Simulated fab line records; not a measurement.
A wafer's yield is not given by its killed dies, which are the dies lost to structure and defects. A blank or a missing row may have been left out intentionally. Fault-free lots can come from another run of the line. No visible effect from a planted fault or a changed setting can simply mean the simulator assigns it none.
Matching of chambers / flow n5 finfet / 4 sister chambers for N5_MOL_CONTACT_COAG_ETCH_105 on rie diel-02
The step etches SiARC in CF4, target depth 15.6 nm, time 26 s. 18 wafers are shown with their chamber, then 9 later ones without.

WAFERS WITH THEIR CHAMBER
wafer=L075.1; chamber=0; drypump motor current A (A)=5.0; showerhead plenum p Torr (Torr)=2.04; throttle valve pct (%)=15.89
wafer=L075.4; chamber=3; drypump motor current A (A)=5.9; showerhead plenum p Torr (Torr)=2.27; throttle valve pct (%)=15.26
wafer=L075.5; chamber=2; drypump motor current A (A)=4.9; showerhead plenum p Torr (Torr)=2.16; throttle valve pct (%)=15.68
wafer=L077.3; chamber=0; drypump motor current A (A)=5.0; showerhead plenum p Torr (Torr)=2.03; throttle valve pct (%)=15.90
wafer=L077.4; chamber=2; drypump motor current A (A)=4.9; showerhead plenum p Torr (Torr)=2.16; throttle valve pct (%)=15.70
wafer=L077.6; chamber=3; drypump motor current A (A)=5.9; showerhead plenum p Torr (Torr)=2.27; throttle valve pct (%)=15.27
wafer=L079.1; chamber=3; drypump motor current A (A)=5.9; showerhead plenum p Torr (Torr)=2.27; throttle valve pct (%)=15.29
wafer=L079.5; chamber=2; drypump motor current A (A)=4.9; showerhead plenum p Torr (Torr)=2.16; throttle valve pct (%)=15.70
wafer=L079.6; chamber=1; drypump motor current A (A)=6.7; showerhead plenum p Torr (Torr)=2.10; throttle valve pct (%)=15.29
wafer=L082.2; chamber=2; drypump motor current A (A)=5.0; showerhead plenum p Torr (Torr)=2.16; throttle valve pct (%)=15.71
wafer=L082.3; chamber=0; drypump motor current A (A)=5.0; showerhead plenum p Torr (Torr)=2.03; throttle valve pct (%)=15.91
wafer=L082.6; chamber=3; drypump motor current A (A)=5.9; showerhead plenum p Torr (Torr)=2.27; throttle valve pct (%)=15.29
wafer=L083.1; chamber=1; drypump motor current A (A)=6.7; showerhead plenum p Torr (Torr)=2.09; throttle valve pct (%)=15.32
wafer=L083.2; chamber=3; drypump motor current A (A)=5.9; showerhead plenum p Torr (Torr)=2.27; throttle valve pct (%)=15.32
wafer=L083.4; chamber=0; drypump motor current A (A)=5.0; showerhead plenum p Torr (Torr)=2.03; throttle valve pct (%)=15.92
wafer=L087.2; chamber=1; drypump motor current A (A)=6.7; showerhead plenum p Torr (Torr)=2.09; throttle valve pct (%)=15.34
wafer=L087.3; chamber=2; drypump motor current A (A)=5.0; showerhead plenum p Torr (Torr)=2.15; throttle valve pct (%)=15.74
wafer=L087.6; chamber=3; drypump motor current A (A)=5.9; showerhead plenum p Torr (Torr)=2.26; throttle valve pct (%)=15.32

SIGNATURES (means of the wafers above)
reading=drypump motor current A; chamber 0=5.000; chamber 1=6.700; chamber 2=4.940; chamber 3=5.900; scatter within a chamber=0.0293
reading=showerhead plenum p Torr; chamber 0=2.0325; chamber 1=2.0933; chamber 2=2.1580; chamber 3=2.2683; scatter within a chamber=0.00467
reading=throttle valve pct; chamber 0=15.9050; chamber 1=15.3167; chamber 2=15.7060; chamber 3=15.2917; scatter within a chamber=0.022
Rule: a wafer's distance from a chamber is the root of the sum, over the readings, of the square of ((its reading less the chamber's mean) divided by the reading's scatter). If the next closest chamber is less than 2 further off than the closest, the wafer can't be placed; otherwise it belongs to the closest. The scatter: the root of (the sum of the squares of (reading less its chamber's mean) over the shown wafers, divided by (wafers less chambers)).

WAFERS WITHOUT THEIR CHAMBER
wafer=L089.3; drypump motor current A (A)=5.9; showerhead plenum p Torr (Torr)=2.26; throttle valve pct (%)=15.33
wafer=L089.5; drypump motor current A (A)=5.9; showerhead plenum p Torr (Torr)=2.26; throttle valve pct (%)=15.34
wafer=L089.6; drypump motor current A (A)=4.9; showerhead plenum p Torr (Torr)=2.15; throttle valve pct (%)=15.75
wafer=L091.2; drypump motor current A (A)=5.9; showerhead plenum p Torr (Torr)=2.26; throttle valve pct (%)=15.33
wafer=L091.5; drypump motor current A (A)=4.9; showerhead plenum p Torr (Torr)=2.15; throttle valve pct (%)=15.75
wafer=L091.6; drypump motor current A (A)=6.7; showerhead plenum p Torr (Torr)=2.09; throttle valve pct (%)=15.36
wafer=L093.3; drypump motor current A (A)=4.9; showerhead plenum p Torr (Torr)=2.15; throttle valve pct (%)=15.77
wafer=L093.4; drypump motor current A (A)=5.9; showerhead plenum p Torr (Torr)=2.26; throttle valve pct (%)=15.35
wafer=L093.6; drypump motor current A (A)=5.9; showerhead plenum p Torr (Torr)=2.26; throttle valve pct (%)=15.36

CHAMBER TAKEN BY EACH
wafer=L089.3; from the rows above=3; in truth=3
wafer=L089.5; from the rows above=3; in truth=3
wafer=L089.6; from the rows above=2; in truth=2
wafer=L091.2; from the rows above=3; in truth=3
wafer=L091.5; from the rows above=2; in truth=2
wafer=L091.6; from the rows above=1; in truth=1
wafer=L093.3; from the rows above=2; in truth=2
wafer=L093.4; from the rows above=3; in truth=3
wafer=L093.6; from the rows above=3; in truth=3
Correctly placed: 9 of 9. Number that these rows cannot place: 0. Placed wrongly: 0.
